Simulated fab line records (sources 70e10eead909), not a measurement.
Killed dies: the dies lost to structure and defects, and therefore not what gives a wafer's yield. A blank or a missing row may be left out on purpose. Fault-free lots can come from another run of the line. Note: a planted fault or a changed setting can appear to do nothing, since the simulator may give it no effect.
Which tool was responsible?	flow nand_harc	18 wafers from 6 lots sampled at 5 of the route's 1302 steps

WHAT EACH GAUGE READ, for each wafer
NHARC_END_SORT_01.
lot	measured	on	killed_at_array

EACH LOT AND THE TOOL THAT RAN IT (in order: tool; ch and the chambers of the sampled wafers; start)
lot	NHARC_A_CHANNEL_HOLE_D2_ETCH_27	NHARC_A_CHANNEL_FILL_D2_ETCHBACK_20	NHARC_A_CHANNEL_FILL_D2_STRIP_28	NHARC_A_CHANNEL_FILL_D2_ETCHBACK_08
L199	har_etch-02 ch 0,1, day 13 19:06	rie_diel-11 ch 0,1,3, day 14 22:01	rie_diel-11 ch 0,2,3, day 14 22:05	rie_diel-11 ch 0,1,2, no start
L202	har_etch-02 ch 0,1, day 14 23:34	rie_diel-07 ch 1,2,3, day 16 02:04	rie_diel-07 ch 1,2, day 16 02:11	rie_diel-11 ch 0,1, no start
L203	har_etch-02 ch 0,1, day 15 13:20	rie_diel-07 ch 0,1,3, day 16 15:55	rie_diel-07 ch 1,2, day 16 16:00	rie_diel-07 ch 0,2, no start
L209	har_etch-01 ch 0,1, day 18 08:34	rie_diel-11 ch 2,3, day 19 13:19	rie_diel-11 ch 2,3, day 19 13:25	rie_diel-07 ch 0,3, no start
L220	har_etch-02 ch 0,1, day 22 22:22	rie_diel-07 ch 2,3, day 24 00:09	rie_diel-07 ch 0,1,2, day 24 00:14	rie_diel-11 ch 0,1,3, no start
L221	har_etch-02 ch 0,1, day 23 11:19	rie_diel-07 ch 0,1,3, day 24 14:58	rie_diel-07 ch 1,2,3, day 24 15:03	rie_diel-11 ch 0,1,3, no start
- NHARC_A_CHANNEL_HOLE_D2_ETCH_27: etches the open film in C4F8/O2/Ar, time 90 s, target depth 400 nm.
- NHARC_A_CHANNEL_FILL_D2_ETCHBACK_20: etches the open film in C4F8/O2/Ar, target depth 27 nm, time 13.5 s.
- NHARC_A_CHANNEL_FILL_D2_STRIP_28: strips in O2, time 20 s.
- NHARC_A_CHANNEL_FILL_D2_ETCHBACK_08: etches the open film in C4F8, target depth 220 nm, time 110 s.

THE ANSWER, worked out from the rows above alone
Rule: the lots themselves supply what counts as usual. The widest of any qualifying gaps counts: lots, ordered by their means at a reading, are off when they make up no more than a third of the lots, leave a main group of 4 or more, and stand apart from it by 3 or more times the standard deviation of that group's means. If all means in a main group match to the digits the tables above print for the reading, that group is not used. A lot without any number at a reading at which 4 lots or more have one is off too. Any other lot the step has rows for is counted as sound.
No lot is off on any of the readings shown, so nothing can be concluded from this.

WHAT WAS PUT IN BY THE SIMULATOR
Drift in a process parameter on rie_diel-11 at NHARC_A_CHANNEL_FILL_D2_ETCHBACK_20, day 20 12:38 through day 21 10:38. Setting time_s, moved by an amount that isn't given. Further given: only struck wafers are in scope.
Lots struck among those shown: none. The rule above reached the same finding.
